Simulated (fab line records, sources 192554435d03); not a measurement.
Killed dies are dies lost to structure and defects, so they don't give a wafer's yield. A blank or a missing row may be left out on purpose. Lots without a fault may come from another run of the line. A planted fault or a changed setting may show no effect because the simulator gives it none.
Chamber matching | flow n5_finfet | N5_HKMG_FIN_ALD_75 on ald_hk-03: 4 sister chambers
The step deposits Al2O3, target thk 1 nm, co reactant pulse time 1 s. 22 wafers are shown with their chamber, then 11 later ones without.

WAFERS WITH THEIR CHAMBER
wafer  | chamber | heater_power_w (W) | precursor_pulse_height_rel
L075.3 | 3       | 206                | 1.001
L075.4 | 0       | 162                | 0.994
L075.6 | 2       | 174                | 1.015
L076.1 | 0       | 164                | 1.007
L076.5 | 3       | 202                | 0.970
L076.6 | 2       | 177                | 0.986
L081.1 | 2       | 173                | 1.015
L081.2 | 3       | 205                | 1.001
L081.4 | 1       | 120                | 1.003
L083.1 | 3       | 206                | 0.966
L083.2 | 0       | 165                | 1.008
L083.5 | 3       | 203                | 0.999
L084.2 | 1       | 118                | 1.006
L084.4 | 0       | 167                | 1.021
L084.6 | 0       | 162                | 1.018
L085.3 | 0       | 165                | 0.972
L085.5 | 1       | 117                | 1.024
L085.6 | 2       | 174                | 1.012
L093.1 | 1       | 118                | 1.018
L093.3 | 2       | 174                | 1.013
L093.5 | 1       | 116                | 1.006
L094.1 | 1       | 119                | 1.024

SIGNATURES (means of the wafers above)
reading                    | chamber 0 | chamber 1 | chamber 2 | chamber 3 | scatter within a chamber
heater_power_w             | 164.17    | 118.00    | 174.40    | 204.40    | 1.69
precursor_pulse_height_rel | 1.00333   | 1.01350   | 1.00820   | 0.98740   | 0.0149
Rule: a wafer's distance from a chamber is the root of the sum, over the readings, of the square of ((its reading less the chamber's mean) divided by the reading's scatter). The wafer belongs to the nearest chamber; if the next one is less than 2 further off, it can't be placed. The scatter: the root of (the sum of the squares of (reading less its chamber's mean) over the shown wafers, divided by (wafers less chambers)).

WAFERS WITHOUT THEIR CHAMBER
wafer  | heater_power_w (W) | precursor_pulse_height_rel
L094.2 | 201                | 0.966
L094.3 | 163                | 0.991
L094.4 | 172                | 0.989
L094.5 | 118                | 1.024
L094.6 | 176                | 0.973
L095.1 | 173                | 0.995
L095.5 | 172                | 1.011
L095.6 | 118                | 0.992
L097.1 | 173                | 0.974
L097.3 | 119                | 0.982
L097.5 | 163                | 1.012

WHICH CHAMBER EACH WENT THROUGH
wafer  | from the rows above | in truth
L094.2 | 3                   | 3
L094.3 | 0                   | 0
L094.4 | 2                   | 2
L094.5 | 1                   | 1
L094.6 | 2                   | 2
L095.1 | 2                   | 2
L095.5 | 2                   | 2
L095.6 | 1                   | 1
L097.1 | 2                   | 2
L097.3 | 1                   | 1
L097.5 | 0                   | 0
Placed correctly: 11 of 11. Can't be placed from these rows: 0. Placed wrongly: 0.
